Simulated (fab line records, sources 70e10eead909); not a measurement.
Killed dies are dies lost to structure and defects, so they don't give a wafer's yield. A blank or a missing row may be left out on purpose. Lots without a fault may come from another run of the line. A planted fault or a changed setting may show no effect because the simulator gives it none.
Which tool did it? | flow nand_harc | 12 lots, 36 wafers sampled, at 5 steps of a route of 1159

WHAT THE GAUGES READ, wafer by wafer
NHARC_P_STI_CD_MEAS_16.
lot  | measured    | on        | cd_nm (nm)
L390 | day 2 18:44 | cd_sem-01 | 203 194 198
L392 | day 3 02:14 | cd_sem-03 | 206 201 203
L394 | day 3 18:47 | cd_sem-01 | 199 195 194
L395 | day 4 01:31 | cd_sem-03 | 200 193 201
L397 | day 4 13:53 | cd_sem-02 | 202 201 196
L398 | day 4 21:21 | cd_sem-03 | 193 191 196
L400 | day 5 05:16 | cd_sem-01 | 195 199 202
L401 | day 5 12:37 | cd_sem-02 | 197 196 201
L402 | day 5 17:55 | cd_sem-03 | 199 197 194
L406 | day 6 19:22 | cd_sem-01 | 199 204 203
L411 | day 8 02:16 | cd_sem-03 | 196 195 198
L412 | day 8 05:52 | cd_sem-02 | 194 196 202

NHARC_END_SORT_01.
lot  | measured     | on        | killed_at_array | killed_at_other | killed_at_periphery | killed_dies | killed_open | killed_short
L401 | day 22 03:14 | prober-02 | 30 28 27        | 1 1 1           | 646 648 649         | 677 677 677 | 2 4 6       | 3 3 2
L402 | day 22 11:46 | prober-02 | 19 24 27        | 0 1 0           | 658 652 650         | 677 677 677 | 4 5 3       | 3 0 1

WHICH TOOL RAN EACH LOT (tool, then ch and the chambers of the sampled wafers, then the start)
lot  | NHARC_P_ZERO_WELL_ETCH_62                    | NHARC_P_GATE_ETCH_32             | NHARC_P_CONTACT_DEP_00
L390 | rie_diel-07 ch 1,2, day 2 18:44 or earlier   | rie_si-05 ch 0,3, day 4 16:22    | pecvd-02 ch 0,1,2, no start
L392 | rie_diel-10 ch 1,2,3, day 3 02:14 or earlier | rie_si-03 ch 0,1,2, day 5 08:23  | pecvd-01 ch 0,1,2, no start
L394 | rie_diel-10 ch 0,1,2, day 3 18:47 or earlier | rie_si-04 ch 0,2, day 6 01:44    | pecvd-02 ch 0,1,2, no start
L395 | rie_diel-13 ch 1,2, day 4 01:31 or earlier   | rie_si-05 ch 1,3, day 6 05:43    | pecvd-01 ch 0,1, no start
L397 | rie_diel-13 ch 0,2,3, day 4 13:53 or earlier | rie_si-03 ch 1,2,3, day 6 21:27  | pecvd-03 ch 1,2, no start
L398 | rie_diel-10 ch 0,3, day 4 21:21 or earlier   | rie_si-05 ch 0,3, day 6 21:02    | pecvd-03 ch 0,1, no start
L400 | rie_diel-07 ch 0,1,3, day 5 05:16 or earlier | rie_si-04 ch 0,1,2, day 7 13:23  | pecvd-03 ch 0,2, no start
L401 | rie_diel-10 ch 0,2, day 5 12:37 or earlier   | rie_si-03 ch 0,1,3, day 8 01:07  | -
L402 | rie_diel-07 ch 0,1,3, day 5 17:55 or earlier | rie_si-04 ch 0,2,3, day 8 00:28  | -
L406 | rie_diel-07 ch 0,1, day 6 19:22 or earlier   | rie_si-05 ch 0,3, day 9 01:34    | pecvd-03 ch 0,2, no start
L411 | rie_diel-07 ch 1,3, day 8 02:16 or earlier   | rie_si-03 ch 0,2,3, day 10 05:22 | pecvd-02 ch 0,1,2, no start
L412 | rie_diel-13 ch 0,1,2, day 8 05:52 or earlier | rie_si-03 ch 0,1,3, day 10 06:17 | pecvd-03 ch 0,2, day 11 00:43
- NHARC_P_ZERO_WELL_ETCH_62: etches the open film in CHF3/Ar, target depth 13 nm, time 6.5 s.
- NHARC_P_GATE_ETCH_32: etches the open film in HBr/Cl2, target depth 150 nm, time 100.1 s.
- NHARC_P_CONTACT_DEP_00: deposits SiO2, target thk 500 nm.

WHAT THE TOOLS THEMSELVES READ (means of the sampled wafers that have a number; where no wafer has one, the mark that the record gives instead)
NHARC_P_ZERO_WELL_ETCH_62.
lot  | tool        | bias_w (W) | chamber_pressure_mTorr (mTorr) | drypump_motor_current_A (A) | oes_product_au (a.u.) | rf_vpp_V (V) | showerhead_plenum_p_Torr (Torr) | throttle_valve_pct (%)
L390 | rie_diel-07 | 199.3      | 24.992                         | 5.8                         | 0.979                 | 372.4        | 2.39                            | 20.212
L392 | rie_diel-10 | 199.7      | 24.963                         | 5.9                         | 0.969                 | 372.4        | 2.41                            | 20.217
L394 | rie_diel-10 | 199.8      | 25.009                         | 5.7                         | 0.965                 | 371.7        | 2.39                            | 20.224
L395 | rie_diel-13 | 200.0      | 24.995                         | 5.7                         | 0.961                 | 373.0        | 2.51                            | 20.222
L397 | rie_diel-13 | 200.1      | 25.005                         | 5.7                         | 0.966                 | 370.8        | 2.38                            | 20.215
L398 | rie_diel-10 | 200.5      | 25.004                         | 6.4                         | 0.964                 | 369.3        | 2.28                            | 20.209
L400 | rie_diel-07 | 200.0      | 24.978                         | 6.4                         | 0.967                 | 369.9        | 2.30                            | 20.220
L401 | rie_diel-10 | 200.1      | 25.004                         | 6.0                         | 0.947                 | 369.6        | 2.32                            | 20.215
L402 | rie_diel-07 | 200.4      | 25.009                         | 6.4                         | 0.958                 | 369.3        | 2.30                            | 20.215
L406 | rie_diel-07 | 200.5      | 25.012                         | 6.4                         | 0.952                 | 368.5        | 2.25                            | 20.223
L411 | rie_diel-07 | 199.9      | 25.011                         | 6.5                         | 0.957                 | 370.1        | 2.34                            | 20.223
L412 | rie_diel-13 | 199.8      | 25.017                         | 5.7                         | 0.961                 | 373.0        | 2.47                            | 20.212

NHARC_P_GATE_ETCH_32.
lot  | tool      | bias_w (W) | chamber_pressure_mTorr (mTorr) | drypump_motor_current_A (A) | oes_product_au (a.u.) | throttle_valve_pct (%)
L390 | rie_si-05 | 100.20     | 15.003                         | 5.6                         | 0.990                 | 26.410
L392 | rie_si-03 | 99.88      | 14.994                         | 5.6                         | 1.000                 | 26.410
L394 | rie_si-04 | 99.73      | 14.996                         | 6.1                         | 1.019                 | 26.394
L395 | rie_si-05 | 100.16     | 15.000                         | 5.5                         | 0.982                 | 26.405
L397 | rie_si-03 | 100.22     | 14.988                         | 5.9                         | 0.991                 | 26.411
L398 | rie_si-05 | 99.97      | 14.991                         | 5.6                         | 0.995                 | 26.402
L400 | rie_si-04 | 99.88      | 14.996                         | 5.7                         | 1.008                 | 26.398
L401 | rie_si-03 | -          | -                              | -                           | -                     | -
L402 | rie_si-04 | -          | -                              | -                           | -                     | -
L406 | rie_si-05 | 100.08     | 15.015                         | 5.6                         | 1.003                 | 26.403
L411 | rie_si-03 | 100.06     | 15.014                         | 5.8                         | 1.001                 | 26.405
L412 | rie_si-03 | 100.01     | 14.992                         | 5.5                         | 1.007                 | 26.409

NHARC_P_CONTACT_DEP_00.
lot  | tool     | flow_sccm (sccm) | heater_power_w (W) | throttle_valve_pct (%)
L390 | pecvd-02 | 2652             | 620                | 15.9
L392 | pecvd-01 | 2653             | 498                | 16.1
L394 | pecvd-02 | 2652             | 607                | 16.0
L395 | pecvd-01 | 2652             | 557                | 16.4
L397 | pecvd-03 | 2649             | 602                | 15.8
L398 | pecvd-03 | 2651             | 586                | 16.4
L400 | pecvd-03 | 2647             | 571                | 16.2
L406 | pecvd-03 | 2645             | 556                | 16.3
L411 | pecvd-02 | 2648             | 656                | 15.8
L412 | pecvd-03 | 2650             | 530                | 16.3

THE ANSWER, worked out from the rows above alone
Rule: what is usual is taken from the lots themselves. Put in order of their means at a reading, lots are off if they are a third of the lots or fewer, leave a main group of 4 or more, and stand apart from it by a gap of 3 or more times the standard deviation of the main group's means; of several such gaps the widest counts. A main group whose means are all the same, to the digits that the tables above print for the reading, isn't used. A lot without any number at a reading at which 4 lots or more have one is off too. The other lots that the step has rows for count as sound. The gauges are gone through in route order, then the tools' own readings, and for those a lot's mean is taken as printed above. The first step at which some lot is off is used, and at that step the reading that is off furthest; a lot without a number counts as furthest.
Off: L401, L402, at NHARC_P_GATE_ETCH_32 (bias_w). Without a number there: L401, L402. The main group: mean 100.02 W, standard deviation 0.15.
A tool fits if, at that step or a process step before it, it ran every lot that is off, and no sound lot after the first of them. NHARC_P_ZERO_WELL_ETCH_62 gives no start for some lots, so the hours and the order of its lots are those of NHARC_P_STI_CD_MEAS_16. None of those tried fits.

WHAT THE SIMULATOR HAD PUT IN
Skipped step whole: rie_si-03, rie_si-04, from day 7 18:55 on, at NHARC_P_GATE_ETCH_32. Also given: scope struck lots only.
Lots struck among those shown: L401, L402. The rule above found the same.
